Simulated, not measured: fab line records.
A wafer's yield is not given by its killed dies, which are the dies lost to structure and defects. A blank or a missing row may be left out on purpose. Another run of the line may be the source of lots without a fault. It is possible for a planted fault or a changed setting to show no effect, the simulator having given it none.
Chamber matching / flow nand_harc / NHARC_P_M2_PRE_CLEAN_32 on pecvd-01 has 3 sister chambers
The step time 12 s. 3 wafers are shown with their chamber, then 12 later ones without.

## WAFERS, EACH WITH ITS CHAMBER
wafer=L087.2; chamber=1; heater_power_w (W)=644
wafer=L087.3; chamber=0; heater_power_w (W)=657
wafer=L087.5; chamber=2; heater_power_w (W)=538

## WAFERS WITHOUT THEIR CHAMBER
wafer=L089.1; heater_power_w (W)=534
wafer=L089.2; heater_power_w (W)=727
wafer=L089.6; heater_power_w (W)=531
wafer=L093.2; heater_power_w (W)=698
wafer=L093.4; heater_power_w (W)=541
wafer=L093.6; heater_power_w (W)=543
wafer=L096.1; heater_power_w (W)=665
wafer=L096.3; heater_power_w (W)=537
wafer=L096.6; heater_power_w (W)=563
wafer=L097.1; heater_power_w (W)=735
wafer=L097.4; heater_power_w (W)=625
wafer=L097.5; heater_power_w (W)=512

## EACH ONE'S CHAMBER
wafer=L089.1; from the rows above=2; in truth=2
wafer=L089.2; from the rows above=can't be placed: 0 or 1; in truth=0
wafer=L089.6; from the rows above=2; in truth=2
wafer=L093.2; from the rows above=can't be placed: 0 or 1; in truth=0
wafer=L093.4; from the rows above=2; in truth=2
wafer=L093.6; from the rows above=2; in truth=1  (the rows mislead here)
wafer=L096.1; from the rows above=can't be placed: 0 or 1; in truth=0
wafer=L096.3; from the rows above=2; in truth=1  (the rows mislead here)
wafer=L096.6; from the rows above=can't be placed: 2 or 1 or 0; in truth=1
wafer=L097.1; from the rows above=can't be placed: 0 or 1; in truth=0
wafer=L097.4; from the rows above=can't be placed: 1 or 0 or 2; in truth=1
wafer=L097.5; from the rows above=2; in truth=2
Placed correctly: 4 of 12. Unplaceable from these rows: 6, with the true chamber sitting among the candidates in 6. 2 placed wrongly.
How it was worked out, from the rows above alone: a wafer's distance from a chamber is the root of the sum, over the readings, of the square of ((its reading less the chamber's mean) divided by the reading's scatter). If the next closest chamber is less than 2 further off than the closest, the wafer can't be placed; otherwise it belongs to the closest. For every chamber, the mean is computed from those of its wafers that are shown. The scatter (one wafer shown for each chamber): square how far every hidden wafer sits from the nearest shown wafer, average those squares and take the square root.
